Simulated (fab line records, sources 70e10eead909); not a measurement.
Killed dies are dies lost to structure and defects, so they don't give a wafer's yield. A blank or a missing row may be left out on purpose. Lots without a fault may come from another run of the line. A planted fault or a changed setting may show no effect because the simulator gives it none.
One fault seen from 3 desks | flow nand_harc | each desk has only its own numbers; what lay behind them comes last

THE METROLOGY DESK
What the gauges read, lot by lot, whatever tool the lot ran on: means of the sampled wafers that have a number. A lot is out of limits, marked OUT, if its mean lies more than 4 standard deviations from the usual mean; the brackets give that distance.
Columns: A = cd_nm at NHARC_A_CHANNEL_HOLE_D1_CD_MEAS_18, usual 99.1 nm; B = cd_nm at NHARC_A_CHANNEL_HOLE_D1_CD_MEAS_30, usual 90.0 nm
lot  | first seen here | A    | B
L376 | day 9 06:22     | 99.4 | 89.1
L377 | day 9 13:50     | 99.4 | 90.4
L392 | day 15 14:19    | 98.4 | 89.1
L391 | day 15 16:13    | 99.3 | 89.7
L394 | day 16 07:52    | 99.1 | 90.7
L398 | day 18 00:49    | 98.4 | 90.8
This desk's finding: nothing out of limits on any of the 6 lots.

THE TOOL OWNER'S DESK: har_etch-02
The tool's own readings at NHARC_A_CHANNEL_HOLE_D1_ETCH_24 (etches the open film in C4F8/O2/Ar, time 906.2 s, target depth 1500 nm): means of the sampled wafers that have a number, for each lot that ran on this tool. A lot is out of limits, marked OUT, if its mean lies more than 4 standard deviations from the usual mean; the brackets give that distance.
Columns: A = drypump_motor_current_A at NHARC_A_CHANNEL_HOLE_D1_ETCH_24, usual 5.9 A; B = showerhead_plenum_p_Torr at NHARC_A_CHANNEL_HOLE_D1_ETCH_24, usual 3.62 Torr; C = temp_c at NHARC_A_CHANNEL_HOLE_D1_ETCH_24, usual -20.01 C; D = throttle_valve_pct at NHARC_A_CHANNEL_HOLE_D1_ETCH_24, usual 32.235 %
lot  | first seen here | A   | B    | C      | D
L376 | day 9 12:28     | 5.5 | 3.56 | -19.99 | 32.230
L377 | day 9 16:37     | 5.7 | 3.61 | -20.01 | 32.236
L391 | day 15 18:32    | 5.6 | 3.55 | -19.99 | 32.231
L394 | day 16 11:11    | 5.6 | 3.54 | -20.03 | 32.233
This desk's finding: nothing out of limits on any of the 4 lots.

THE DEFECT DESK
What the inspections along the route counted, lot by lot: means of the sampled wafers that have a number. A lot is out of limits, marked OUT, if its mean lies more than 4 standard deviations from the usual mean; the brackets give that distance.
Columns: A = raw_defect_count at NHARC_A_CHANNEL_HOLE_D1_INSPECT_12, usual 6.1; B = raw_defect_count at NHARC_A_CHANNEL_HOLE_D1_INSPECT_40, usual 75
lot  | first seen here | A   | B
L376 | day 9 05:11     | 6.7 | 97
L377 | day 9 12:40     | 6.3 | 102
L392 | day 15 13:09    | 2.3 | 47
L391 | day 15 15:02    | 6.0 | 251 (+6.5) OUT
L394 | day 16 06:35    | 5.0 | 275 (+7.4) OUT
L398 | day 17 23:39    | 7.7 | 68
This desk's finding: out of limits on L391, L394; first on L391, day 15 22:06 (raw_defect_count at NHARC_A_CHANNEL_HOLE_D1_INSPECT_40). In limits: L376, L377, L392, L398.

PUT TOGETHER
The defect desk could have raised an alarm at day 15 22:06, on L391, L394.
The metrology desk saw nothing out of limits.
The tool owner's desk saw nothing out of limits.
The metrology desk has L391, L394 on record, within its limits.
The tool owner's desk has L391, L394 on record, within its limits.
Of the lots named, all ran NHARC_A_CHANNEL_HOLE_D1_ETCH_24 on har_etch-02.

WHAT THE SIMULATOR HAD PUT IN
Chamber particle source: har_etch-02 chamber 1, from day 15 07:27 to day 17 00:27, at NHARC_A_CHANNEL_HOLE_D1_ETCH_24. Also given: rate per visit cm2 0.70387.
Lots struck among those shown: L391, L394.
Hours from the fault's start to each desk's first reading out of limits: the defect desk, 15.
